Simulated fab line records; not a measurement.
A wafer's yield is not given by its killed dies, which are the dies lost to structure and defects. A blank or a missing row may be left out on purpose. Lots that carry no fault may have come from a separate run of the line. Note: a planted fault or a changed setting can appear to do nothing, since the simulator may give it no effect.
Comparing a struck lot with a sound one | flow nandHarc | 15 steps out of a route of 1302
Sound: the wafers L416.2, L416.5, L416.6. Struck: wafer L428.3 (L428.1, L428.5, from the same lot, were not struck and are left out); the cause is given at the end.
Order at every step that has rows: each side's tool, ch and its chambers, its first start. Under that, the readings that differ: sound wafers | struck wafers | difference of the means | sigmas: that difference in standard deviations of wafers without a fault.
alike: readings whose means differ by less than 2 such deviations, and words and numbers that are the same on both sides. not compared: withheld readings, readings that some wafer has no value for, bounds like >300 that may hide the same value, and numbers for which the record gives no deviation and whose values overlap.
A row with sigmas, a row that says differs or no value, or rows on one side alone: a step with any of these is where the two part. Numbers that have no deviation but don't overlap get no sigmas and don't part them. A reading that every wafer of one side lacks parts them only if that side has two wafers or more.

NHARC_A_M1_INSPECT_11:
  struck on defectInspect-02, day 28 15:29; sound on defectInspect-01, day 22 22:54
  alike: rawDefectCount
then, 1 step without rows for these wafers: NHARC_A_M1_DESCUM_14 (chemistry O2, time 3 s).
NHARC_A_M1_ETCH_35: etches the open film in N2/H2, target depth 40 nm, overetch 12 nm, time 43.94 s.
  sound on rieDiel-07 ch 0,1,2, day 22 23:04; struck on rieDiel-07 ch 0, day 28 15:38
  alike: drypumpMotorCurrentA, oesProductAu, rfVppV, showerheadPlenumPTorr, throttleValvePct
  not compared: rfHoursCounterH
NHARC_A_M1_ETCH_15: etches the open film in C4F8/Ar, target depth 182.5 nm, time 91.2 s.
  sound: rieDiel-07 ch 0,1,3; struck: rieDiel-07 ch 1
  alike: oesProductAu, rfVppV
  not compared: rfHoursCounterH
NHARC_A_M1_CD_MEAS_16:
  struck on cdSem-02, day 28 15:51; sound on cdSem-01, day 22 23:16
  alike: cdNm
NHARC_A_M1_STRIP_18: strips in N2/H2.
  sound on rieDiel-08 ch 0,1,3, day 22 23:23; struck on rieDiel-08 ch 2, day 28 15:56
  alike: drypumpMotorCurrentA, oesProductAu, rfVppV, showerheadPlenumPTorr, throttleValvePct
  not compared: rfHoursCounterH
then, 4 steps without rows for these wafers: NHARC_A_M1_ETCH_28 (etches the open film in CF4/N2, target depth 30 nm, time 72.99 s); NHARC_A_M1_STRIP_19 (strips in post etch residue remover, time 600 s); NHARC_A_M1_DEGAS_29 (time 60 s); NHARC_A_M1_PRE_CLEAN_30 (time 30 s).
NHARC_A_M1_PVD_20: deposits TaN, target thk 5 nm, time 8.06 s.
  sound on pvdSputter-02; struck on pvdSputter-03
  alike: throttleValvePct
then, 1 step without rows for these wafers: NHARC_A_M1_PVD_21 (deposits Cu, target thk 30 nm, time 20.49 s).
NHARC_A_M1_ECD_22: material Cu, target thk 400 nm.
  sound on ecdCu-01 ch 0,1, day 23 00:23; struck on ecdCu-01 ch 0, day 28 17:01
  alike: bathTempC
NHARC_A_M1_ANNEAL_31: time 90 s.
  sound on rtpAnneal-01 ch 0, day 23 00:46; struck on rtpAnneal-02 ch 0, day 28 17:21
  alike: annealTempC, wafer_temp_C_max
NHARC_A_M1_CMP_23: polishes, t overpolish 20 s, target thk 154.34 nm.
  sound on cmp-01 ch 1,2, day 23 01:05; struck on cmp-01 ch 0, day 28 17:43
reading             | sound    | struck | difference | sigmas
timeToEndpointS (s) | 27 27 28 | 17     | -10        | -3
  alike: motorCurrentA, slurryFlowMlMin

WHERE THEY PART
NHARC_A_M1_CMP_23 only, going by this record.

WHY: the cause the simulator had injected
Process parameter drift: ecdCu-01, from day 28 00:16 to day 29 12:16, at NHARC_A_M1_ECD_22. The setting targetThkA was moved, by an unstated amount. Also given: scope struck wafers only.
